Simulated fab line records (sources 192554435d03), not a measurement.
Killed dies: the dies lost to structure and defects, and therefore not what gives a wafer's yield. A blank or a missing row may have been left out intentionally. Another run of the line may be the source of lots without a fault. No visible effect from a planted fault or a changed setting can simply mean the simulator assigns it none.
fab line records	flow n5Finfet
[record] lots = 7	wafers = 21
route steps=1938 shown BEOL_M0@720 BEOL_M1@780 BEOL_M2@869 BEOL_M3@957
startH: start of the lot's first displayed wafer, in hours after the record's first day	waitH: time in hours since the lot's previous step	" identical to the entry in the row above	L1.1+2: several wafers, shown together as one row	- no value, or no start was given	* or withheld: withheld	< > ~ a bound
route shown NAME@n: names a module that has steps shown in the file, with the first one's number in the route	usual: average and standard deviation across the fault-free wafers	same: alike in all rows	chamber/n: place in a boat	sites: the reading at each site	_std_site: their standard deviation	_edge_site: mean of outer sites minus mean of inner sites	radiusMm: for every site, how far away it sits from the centre of the wafer	mask NAME#n: copy n	behind: the tool/chamber that last shaped the wafer	hold: reason for holding the lot/hours on hold/outcome of the hold	device: transistor that didn't switch, given as n, p or np	end of line: tests run on the same wafers once the route is complete	step lacking rows: just its recipe	killed: the dies lost at the first sort to structure and to defects; this is not the yield of the wafer	map: a wafer's dies, x killed, . not, _ none there
set.NAME: the run value of the setting; set.NAME@STEP: its run value at that earlier step	model.NAME: the simulator's own value behind a step, which no gauge read
lots where settings were altered on purpose, with a table for each step and a row for each wafer
[[steps]]
[step N5_BEOL_M0_ETCH_128]
[recipe] chemistry = CF4/N2	targetDepthA = 120	overetchA = 51	target = SiCN	timeS = 21.4	ionEnergyEv = 150	pressureMtorr = 40	sourceW = 430	biasW = 70	Ar_flow_sccm = 100	cf4FlowSccm = 60	n2FlowSccm = 60
[usual] rfVppV = 382.7/1.3
lot.wafer	tool	chamber	startH	waitH	set.sourceW	rfVppV
L074.1	rieDiel-05	1	118.85	0.0	409.4	387.3
L074.3	"	2	"	"	409.4	386.9
L074.5	"	1	"	"	430	383.0
L075.3	rieDiel-02	0	122.53	0.1	430	382.7
L075.4	"	1	"	"	430	381.6
L075.5	"	0	"	"	430	383.4
L079.2	rieDiel-06	1	148.34	0.0	453.2	377.5
L079.4	"	2	"	"	453.2	374.3
L079.6	"	3	"	"	430	381.9
L082.2	rieDiel-05	3	167.44	0.1	430	382.4
L082.5	"	2	"	"	430	381.1
L082.6	"	3	"	"	430	383.3
L086.2	rieDiel-06	1	197.03	0.0	364.6	403.6
L086.4	"	3	"	"	364.6	403.9
L086.6	"	0	"	"	364.6	404.1
L091.1	rieDiel-02	0	218.05	0.1	385.8	396.0
L091.3	"	1	"	"	430	380.4
L091.4	"	3	"	"	430	383.7
L092.2	rieDiel-05	0	221.40	0.5	383.8	396.2
L092.3	"	3	"	"	383.8	399.3
L092.6	"	1	"	"	430	381.7
[step N5_BEOL_M0_ETCH_109]
[recipe] chemistry = CH3F/O2	targetDepthA = 80	overetchA = 24	target = SiCN	timeS = 27.4	ionEnergyEv = 120	pressureMtorr = 30	sourceW = 395	biasW = 75	Ar_flow_sccm = 150	CH3F_flow_sccm = 30	O2_flow_sccm = 20
[usual] rfVppV = 297.8/1.2
lot.wafer	tool	chamber	startH	waitH	set.biasW	rfVppV
L074.1	rieDiel-06	1	119.10	0.0	75	298.5
L074.3	"	2	"	"	75	297.0
L074.5	"	1	"	"	75	298.2
L075.3	rieDiel-05	2	122.84	0.1	75	297.8
L075.4	"	1	"	"	75	297.5
L075.5	"	2	"	"	75	297.1
L079.2	rieDiel-02	0	148.59	0.0	75	298.1
L079.4	"	2	"	"	80.65	312.2
L079.6	"	0	"	"	80.65	313.5
L082.2	rieDiel-02	2	167.70	0.0	63.79	268.7
L082.5	"	0	"	"	63.79	269.0
L082.6	"	3	"	"	75	300.9
L086.2	rieDiel-06	0	197.28	0.0	65.81	273.8
L086.4	"	3	"	"	75	296.7
L086.6	"	1	"	"	65.81	274.6
L091.1	rieDiel-02	1	218.32	0.0	83.07	316.5
L091.3	"	3	"	"	75	299.5
L091.4	"	3	"	"	83.07	318.9
L092.2	rieDiel-05	1	221.67	0.0	75	297.9
L092.3	"	0	"	"	75	296.5
L092.6	"	3	"	"	75	299.2
[step N5_BEOL_M1_COAT_22]
[recipe] resist = CAR-EUV	spinRpm = 1500	resistThkNm = 30
lot.wafer	tool	chamber	startH	waitH	set.spinRpm	model.CAR-EUV_of_BEOL_M1_COAT_22.thkNm
L074.1+5	lithoTrack-03	0	-	-	1500	29.8
L074.3	"	0	"	"	1500	30
L075.3+5	lithoTrack-01	0	-	-	1500	29.8
L075.4	"	0	"	"	1500	30
L079.2	lithoTrack-02	0	-	-	1662	28.6
L079.4+6	"	0	"	"	1500	30
L082.2+6	lithoTrack-02	0	-	-	1500	30
L082.5	"	0	"	"	1363	31.4
L086.2	lithoTrack-02	0	-	-	1500	30.2
L086.4	"	0	"	"	1500	30
L086.6	"	0	"	"	1549	29.6
L091.1+3	lithoTrack-03	0	-	-	1449	30.6
L091.4	"	0	"	"	1500	30
L092.2+3+6	lithoTrack-02	0	-	-	1500	29.8
[step N5_BEOL_M1_EBR_24]
[recipe] solvent = PGMEA	ebrWidthMm = 1.5
[step N5_BEOL_M1_SOFTBAKE_23]
[recipe] tempC = 110	timeS = 60	resist = CAR-EUV
[step N5_BEOL_M1_DESCUM_33]
[recipe] chemistry = O2	timeS = 7	sourcePowerW = 50	biasPowerW = 20	pressureMtorr = 20	rfFrequencyHz = 2.712e+07	tempC = 40	resist = CAR-EUV	o2FlowSccm = 225
lot.wafer	tool	chamber	startH	waitH	set.spinRpm@BEOL_M1_COAT_22	model.CAR-EUV_of_BEOL_M1_COAT_22.thkNm
L074.1+5	rieDiel-01	3	123.79	0.3	1500	25.8
L074.3	"	0	"	"	1500	26
L075.3+4+5	rieDiel-03	2,1,1	127.41	0.0	1500	26
L079.2	rieDiel-04	0	155.29	0.0	1662	24.6
L079.4+6	"	1,3	"	"	1500	26
L082.2+6	rieDiel-03	1	174.91	0.0	1500	26.2
L082.5	"	0	"	"	1363	27.4
L086.2	rieDiel-01	0	203.23	0.0	1500	26.2
L086.4	"	2	"	"	1500	26
L086.6	"	0	"	"	1549	25.8
L091.1+3	rieDiel-01	3,2	223.20	0.0	1449	26.6
L091.4	"	0	"	"	1500	26.2
L092.2+6	rieDiel-04	3,0	227.63	0.3	1500	26
L092.3	"	1	"	"	1500	25.8
[step N5_BEOL_M2_COAT_76]
[recipe] resist = underlayer	tempC = 205	timeS = 60	spinRpm = 1500	resistThkNm = 5
lot.wafer	tool	chamber	startH	waitH	set.spinRpm	model.underlayer_of_BEOL_M2_COAT_76.thkNm
L074.1+3	lithoTrack-05	0	-	-	1388	5.2
L074.5	"	0	"	"	1500	5
L075.3+4+5	lithoTrack-03	0	-	-	1500	5
L079.2+6	lithoTrack-05	0	-	-	1613	4.8
L079.4	"	0	"	"	1500	5
L082.2+6	lithoTrack-04	0	-	-	1500	5
L082.5	"	0	"	"	1420	5.2
L086.2	lithoTrack-03	0	-	-	1500	5
L086.4+6	"	0	"	"	1333	5.4
L091.1+3+4	lithoTrack-03	0	-	-	1500	5
L092.2+6	lithoTrack-03	0	-	-	1500	5
L092.3	"	0	"	"	1559	5
[step N5_BEOL_M2_COAT_22]
[recipe] resist = CAR-EUV	spinRpm = 1500	resistThkNm = 30
lot.wafer	tool	chamber	startH	waitH	set.spinRpm	model.CAR-EUV_of_BEOL_M2_COAT_22.thkNm
L074.1+3+5	lithoTrack-05	0	-	-	1500	30
L075.3	lithoTrack-03	0	-	-	1500	29.8
L075.4+5	"	0	"	"	1500	29.6
L079.2+4	lithoTrack-05	0	-	-	1500	30
L079.6	"	0	"	"	1500	30.2
L082.2+5+6	lithoTrack-04	0	-	-	1500	30
L086.2+4	lithoTrack-03	0	-	-	1500	30
L086.6	"	0	"	"	1500	30.2
L091.1+4	lithoTrack-03	0	-	-	1500	30
L091.3	"	0	"	"	1601	29
L092.2	lithoTrack-03	0	-	-	1394	31
L092.3	"	0	"	"	1500	30
L092.6	"	0	"	"	1500	29.8
[step N5_BEOL_M2_DESCUM_33]
[recipe] chemistry = O2	timeS = 7	sourcePowerW = 50	biasPowerW = 20	pressureMtorr = 20	rfFrequencyHz = 2.712e+07	tempC = 40	resist = CAR-EUV	o2FlowSccm = 225
lot.wafer	tool	chamber	startH	waitH	set.timeS	set.spinRpm@BEOL_M2_COAT_22	model.CAR-EUV_of_BEOL_M2_COAT_22.thkNm
L074.1+5	rieDiel-02	2,1	134.02	0.0	7	1500	26.2
L074.3	"	1	"	"	7.631	1500	25.8
L075.3+4+5	rieDiel-06	1,3,3	135.53	0.0	7	1500	25.8
L079.2+4+6	rieDiel-02	2,1,3	166.09	0.0	7	1500	26.2
L082.2+5+6	rieDiel-02	3,2,1	185.24	0.0	7	1500	26
L086.2+6	rieDiel-06	0,3	220.17	0.1	7	1500	26.2
L086.4	"	2	"	"	7.937	1500	25.8
L091.1	rieDiel-05	1	239.53	0.2	8.09	1500	25.4
L091.3	"	2	"	"	7	1601	25
L091.4	"	0	"	"	7	1500	26
L092.2	rieDiel-02	2	246.94	0.0	7	1394	27
L092.3	"	0	"	"	7	1500	26
L092.6	"	2	"	"	8.167	1500	25.4
[step N5_BEOL_M2_ETCH_77]
[recipe] chemistry = N2/H2	target = underlayer	targetDepthA = 65	maskMaterial = CAR-EUV	timeS = 5.2	ionEnergyEv = 200	pressureMtorr = 30	sourceW = 840	biasW = 150	n2FlowSccm = 200	h2FlowSccm = 200	ends = cleared
lot.wafer	tool	chamber	startH	waitH	set.spinRpm@BEOL_M2_COAT_76	model.etch.depthNm
L074.1	rieDiel-02	2	134.06	0.0	1388	5.185
L074.3	"	1	"	"	1388	5.195
L074.5	"	1	"	"	1500	4.996
L075.3	rieDiel-06	1	135.56	0.0	1500	4.993
L075.4	"	3	"	"	1500	4.998
L075.5	"	3	"	"	1500	4.992
L079.2	rieDiel-02	2	166.12	0.0	1613	4.836
L079.4	"	1	"	"	1500	4.988
L079.6	"	3	"	"	1613	4.811
L082.2	rieDiel-02	3	185.27	0.0	1500	5.004
L082.5	"	2	"	"	1420	5.132
L082.6	"	1	"	"	1500	5.002
L086.2	rieDiel-06	0	220.20	0.0	1500	5.037
L086.4	"	2	"	"	1333	5.343
L086.6	"	3	"	"	1333	5.321
L091.1	rieDiel-05	1	239.56	0.0	1500	5.011
L091.3	"	2	"	"	1500	5.004
L091.4	"	0	"	"	1500	5.006
L092.2	rieDiel-02	2	246.97	0.0	1500	5.012
L092.3	"	0	"	"	1559	4.925
L092.6	"	2	"	"	1500	5.014
[step N5_BEOL_M2_TRENCH_ETCH_37]
[recipe] chemistry = C4F6/O2	targetDepthA = 555.55	target = SiOC	timeS = 29.2	ionEnergyEv = 250	pressureMtorr = 30	sourceW = 355	biasW = 185	Ar_flow_sccm = 300	C4F6_flow_sccm = 10	O2_flow_sccm = 10
lot.wafer	tool	chamber	startH	waitH	set.timeS	model.etch.depthNm	model.BEOL_M2.featureDepthNm
L074.1	rieDiel-05	1	-	-	29.2	55.6	55.6
L074.3	"	3	"	"	29.2	57.66	57.6
L074.5	"	2	"	"	29.2	54.14	54.2
L075.3	rieDiel-02	2	-	-	29.2	56.11	56.2
L075.4	"	1	"	"	29.2	54.15	54.2
L075.5	"	3	"	"	29.2	56.91	57
L079.2	rieDiel-05	2	-	-	34.6	63.6	63.6
L079.4	"	0	"	"	34.6	65.87	65.8
L079.6	"	1	"	"	29.2	55.67	55.6
L082.2	rieDiel-02	3	-	-	29.2	56.61	56.6
L082.5	"	2	"	"	25.01	47.76	47.8
L082.6	"	0	"	"	25.01	46.79	46.8
L086.2	rieDiel-05	3	-	-	29.2	57.08	57
L086.4	"	0	"	"	29.2	54.39	54.4
L086.6	"	1	"	"	29.2	55.44	55.4
L091.1	rieDiel-06	1	-	-	29.2	54.9	54.8
L091.3	"	3	"	"	24.11	45.23	45.2
L091.4	"	2	"	"	24.11	44.95	45
L092.2	rieDiel-06	3	-	-	23.06	43.31	43.4
L092.3	"	2	"	"	29.2	55.03	55
L092.6	"	0	"	"	23.06	44.39	44.4
[step N5_BEOL_M2_ETCH_41]
[recipe] chemistry = CH3F/O2	target = SiCN	targetDepthA = 299	taperDeg = 2	timeS = 52.5	ionEnergyEv = 120	maskMaterial = TiN	pressureMtorr = 30	sourceW = 395	biasW = 75	Ar_flow_sccm = 150	CH3F_flow_sccm = 30	O2_flow_sccm = 20
[step N5_BEOL_M2_STRIP_97]
[recipe] chemistry = N2/H2	timeS = 10	powerW = 450	tempC = 40	pressureMtorr = 20	rfFrequencyHz = 6e+07	biasPowerW = 7	n2FlowSccm = 200	h2FlowSccm = 200
[step N5_BEOL_M2_OCD_MEAS_38]
[usual] trenchDepthNm = 55.2/1.1
lot.wafer	tool	chamber	startH	waitH	set.timeS@BEOL_M2_TRENCH_ETCH_37	trenchDepthNm
L074.1	ocd-01	-	148.61	-	29.2	55.8
L074.3	"	-	"	"	29.2	58.2
L074.5	"	-	"	"	29.2	54.4
L075.3	ocd-01	-	151.89	-	29.2	56.0
L075.4	"	-	"	"	29.2	54.1
L075.5	"	-	"	"	29.2	56.7
L079.2	ocd-02	-	195.60	-	34.6	63.4
L079.4	"	-	"	"	34.6	66.2
L079.6	"	-	"	"	29.2	55.3
L082.2	ocd-02	-	202.02	-	29.2	56.5
L082.5	"	-	"	"	25.01	47.2
L082.6	"	-	"	"	25.01	46.6
L086.2	ocd-01	-	227.99	-	29.2	57.5
L086.4	"	-	"	"	29.2	54.8
L086.6	"	-	"	"	29.2	55.4
L091.1	ocd-01	-	244.16	-	29.2	54.9
L091.3	"	-	"	"	24.11	45.6
L091.4	"	-	"	"	24.11	45.1
L092.2	ocd-02	-	260.13	-	23.06	43.4
L092.3	"	-	"	"	29.2	55.1
L092.6	"	-	"	"	23.06	43.9
[step N5_BEOL_M2_HM_STRIP_39]
[recipe] chemistry = peroxideTinStrip	material = TiN	targetDepthA = 250	tempC = 50	timeS = 158
[step N5_BEOL_M2_SRD_40]
[recipe] timeS = 30	tempC = 23	rinseLiquid = diw	dry = ipaMarangoni
[step N5_BEOL_M2_ECD_50]
[recipe] material = Cu	targetThkA = 3000
[step N5_BEOL_M2_ANNEAL_51]
[recipe] tempC = 225	timeS = 90	ambient = N2
[step N5_BEOL_M2_CMP_52]
[recipe] stopOn = SiOC	tOverpolishS = 6.8	downForcePsi = 1	platenRpm = 50	clearingPlatenDownForcePsi = 1.5	clearingPlatenRpm = 50	postCmpClean = cuAlkaline	targetThkNm = 40	clearingPlatenPadVelocityMS = 0.99484	padVelocityMS = 0.99484
lot.wafer	tool	chamber	startH	waitH	set.timeS@BEOL_M2_TRENCH_ETCH_37	model.Cu_of_BEOL_M2_ECD_50.thkNm
L074.3	cmp-02	1	152.44	0.2	29.2	41.4
L074.1	"	3	"	"	29.2	40.6
L074.5	"	1	"	"	29.2	39.8
L075.3	cmp-03	0	155.45	0.2	29.2	39.4
L075.4	"	1	"	"	29.2	37.8
L075.5	"	1	"	"	29.2	41.6
L079.4	cmp-01	0	200.10	0.2	34.6	48.2
L079.2	"	2	"	"	34.6	48
L079.6	"	3	"	"	29.2	42
L082.2	cmp-02	1	206.40	0.3	29.2	40.6
L082.5	"	3	"	"	25.01	31.4
L082.6	"	0	"	"	25.01	30.2
L086.4	cmp-02	0	231.97	0.1	29.2	39.4
L086.2	"	3	"	"	29.2	42.4
L086.6	"	0	"	"	29.2	42
L091.4	cmp-02	2	247.77	0.1	24.11	29.4
L091.3	"	3	"	"	24.11	28.4
L091.1	"	0	"	"	29.2	39
L092.2	cmp-02	2	263.90	0.2	23.06	27.4
L092.3	"	3	"	"	29.2	39
L092.6	"	2	"	"	23.06	28.6
[step N5_BEOL_M2_THK_MEAS_53]
[recipe] thkMeasGauge = xrf	reads = Cu_of_BEOL_M2_ECD_50
[usual] M2_THK = 38.9/1.6
lot.wafer	tool	chamber	startH	waitH	set.timeS@BEOL_M2_TRENCH_ETCH_37	M2_THK[nm]
L074.1	filmMetro-01	-	152.69	-	29.2	40.7
L074.3	"	-	"	"	29.2	41.4
L074.5	"	-	"	"	29.2	40.0
L075.3	filmMetro-01	-	155.75	-	29.2	39.2
L075.4	"	-	"	"	29.2	37.5
L075.5	"	-	"	"	29.2	41.2
L079.2	filmMetro-01	-	200.36	-	34.6	47.6
L079.4	"	-	"	"	34.6	48.0
L079.6	"	-	"	"	29.2	41.8
L082.2	filmMetro-01	-	206.62	-	29.2	40.3
L082.5	"	-	"	"	25.01	31.0
L082.6	"	-	"	"	25.01	29.8
L086.2	filmMetro-02	-	232.26	-	29.2	42.0
L086.4	"	-	"	"	29.2	39.1
L086.6	"	-	"	"	29.2	41.8
L091.1	filmMetro-02	-	248.06	-	29.2	37.9
L091.3	"	-	"	"	24.11	28.0
L091.4	"	-	"	"	24.11	28.8
L092.2	filmMetro-02	-	264.20	-	23.06	27.4
L092.3	"	-	"	"	29.2	38.8
L092.6	"	-	"	"	23.06	28.6
[step N5_BEOL_M2_PRE_CLEAN_60]
[recipe] gas = NH3/H2	timeS = 15	tempC = *	rfPowerW = 300
[step N5_BEOL_M2_CO_CAP_55]
[recipe] material = Co	targetThkA = 20	tempC = 200	precursor = CCTBA/H2	pressureTorr = 30	timeS = 102.1
[step N5_BEOL_M2_PRE_CLEAN_56]
[recipe] gas = NH3	timeS = 15	tempC = withheld	rfPowerW = 300
[step N5_BEOL_M2_DEP_57]
[recipe] material = SiCN	targetThkA = 80	tempC = withheld	precursor = 3MS/NH3	pressureTorr = 3	rfW = 202	timeS = 14
[step N5_BEOL_M2_RS_MEAS_58]
[recipe] thkMeasGauge = four-point-probe	reads = Co_of_BEOL_M2_CO_CAP_55+Cu_of_BEOL_M2_ECD_50+Co_of_BEOL_M2_CVD_47+TaN_of_BEOL_M2_ALD_84
[usual] M2_RS = 0.69/0.035
lot.wafer	tool	chamber	startH	waitH	set.timeS@BEOL_M2_TRENCH_ETCH_37	M2_RS[ohm/sq]
L074.1	filmMetro-01	-	152.95	0.0	29.2	0.66
L074.3	"	-	"	"	29.2	0.64
L074.5	"	-	"	"	29.2	0.67
L075.3	filmMetro-01	-	156.01	0.1	29.2	0.68
L075.4	"	-	"	"	29.2	0.72
L075.5	"	-	"	"	29.2	0.64
L079.2	filmMetro-02	-	200.62	0.1	34.6	0.53
L079.4	"	-	"	"	34.6	0.53
L079.6	"	-	"	"	29.2	0.63
L082.2	filmMetro-02	-	206.88	0.1	29.2	0.66
L082.5	"	-	"	"	25.01	0.92
L082.6	"	-	"	"	25.01	0.97
L086.2	filmMetro-02	-	232.52	0.1	29.2	0.62
L086.4	"	-	"	"	29.2	0.68
L086.6	"	-	"	"	29.2	0.63
L091.1	filmMetro-01	-	248.35	0.1	29.2	0.69
L091.3	"	-	"	"	24.11	1.05
L091.4	"	-	"	"	24.11	1.00
L092.2	filmMetro-01	-	264.46	0.1	23.06	1.10
L092.3	"	-	"	"	29.2	0.69
L092.6	"	-	"	"	23.06	1.04
[step N5_BEOL_M3_COAT_67]
[recipe] resist = SOC	tempC = 250	timeS = 60	spinRpm = 1500	resistThkNm = 60
lot.wafer	tool	chamber	startH	waitH	set.spinRpm	model.SOC_of_BEOL_M3_COAT_67.thkNm
L074.1	lithoTrack-02	0	156.15	0.0	1500	60.2
L074.3+5	"	0	"	"	1641	57.4
L075.3+5	lithoTrack-01	0	157.45	0.0	1500	60.2
L075.4	"	0	"	"	1500	60
L079.2	lithoTrack-01	0	202.72	0.0	1581	58.4
L079.4+6	"	0	"	"	1500	60
L082.2	lithoTrack-01	0	209.21	0.0	1500	60.2
L082.5	"	0	"	"	1500	60.4
L082.6	"	0	"	"	1665	57
L086.2	lithoTrack-02	0	235.95	0.0	1657	57
L086.4	"	0	"	"	1657	57.2
L086.6	"	0	"	"	1500	60
L091.1	lithoTrack-02	0	253.52	0.0	1500	60
L091.3	"	0	"	"	1560	58.6
L091.4	"	0	"	"	1560	58.8
L092.2	lithoTrack-02	0	265.86	0.0	1391	62.4
L092.3	"	0	"	"	1500	60
L092.6	"	0	"	"	1500	59.8
[[key]]
[split] step = N5_BEOL_M0_ETCH_128	setting = sourceW	stated = 430	by = wafer
[response] step = N5_BEOL_M0_ETCH_128	reading = rfVppV	change = -1.35	per = 1%	r = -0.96
[split] step = N5_BEOL_M0_ETCH_109	setting = biasW	stated = 75	by = wafer
[response] step = N5_BEOL_M0_ETCH_109	reading = rfVppV	change = +1.94	per = 1%	r = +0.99
[split] step = N5_BEOL_M1_COAT_22	setting = spinRpm	stated = 1500	by = wafer
[response] step = N5_BEOL_M1_COAT_22	reading = model.CAR-EUV_of_BEOL_M1_COAT_22.thkNm	change = -0.142	per = 1%	r = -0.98
[response] step = N5_BEOL_M1_DESCUM_33	reading = model.CAR-EUV_of_BEOL_M1_COAT_22.thkNm	change = -0.128	per = 1%	r = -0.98
[split] step = N5_BEOL_M2_COAT_76	setting = spinRpm	stated = 1500	by = wafer
[response] step = N5_BEOL_M2_COAT_76	reading = model.underlayer_of_BEOL_M2_COAT_76.thkNm	change = -0.0304	per = 1%	r = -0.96
[response] step = N5_BEOL_M2_ETCH_77	reading = model.etch.depthNm	change = -0.025	per = 1%	r = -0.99
[split] step = N5_BEOL_M2_COAT_22	setting = spinRpm	stated = 1500	by = wafer
[response] step = N5_BEOL_M2_COAT_22	reading = model.CAR-EUV_of_BEOL_M2_COAT_22.thkNm	change = -0.152	per = 1%	r = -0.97
[response] step = N5_BEOL_M2_DESCUM_33	reading = model.CAR-EUV_of_BEOL_M2_COAT_22.thkNm	slope = -0.143	per = 1%	togetherWith = timeS@BEOL_M2_DESCUM_33	explained = 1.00
[split] step = N5_BEOL_M2_DESCUM_33	setting = timeS	stated = 7	by = wafer
[response] step = N5_BEOL_M2_DESCUM_33	reading = model.CAR-EUV_of_BEOL_M2_COAT_22.thkNm	slope = -0.0358	per = 1%	togetherWith = spinRpm@BEOL_M2_COAT_22	explained = 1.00
[split] step = N5_BEOL_M2_TRENCH_ETCH_37	setting = timeS	stated = 29.2	by = wafer
[response] step = N5_BEOL_M2_TRENCH_ETCH_37	reading = model.etch.depthNm	change = +0.547	per = 1%	r = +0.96
[response] step = N5_BEOL_M2_TRENCH_ETCH_37	reading = model.BEOL_M2.featureDepthNm	change = +0.544	per = 1%	r = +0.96
[response] step = N5_BEOL_M2_OCD_MEAS_38	reading = trenchDepthNm	change = +0.557	per = 1%	r = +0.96
[response] step = N5_BEOL_M2_CMP_52	reading = model.Cu_of_BEOL_M2_ECD_50.thkNm	change = +0.511	per = 1%	r = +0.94
[response] step = N5_BEOL_M2_THK_MEAS_53	reading = M2_THK	change = +0.5	per = 1%	r = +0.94
[response] step = N5_BEOL_M2_RS_MEAS_58	reading = M2_RS	change = -0.0153	per = 1%	r = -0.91
[split] step = N5_BEOL_M3_COAT_67	setting = spinRpm	stated = 1500	by = wafer
[response] step = N5_BEOL_M3_COAT_67	reading = model.SOC_of_BEOL_M3_COAT_67.thkNm	change = -0.3	per = 1%	r = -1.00
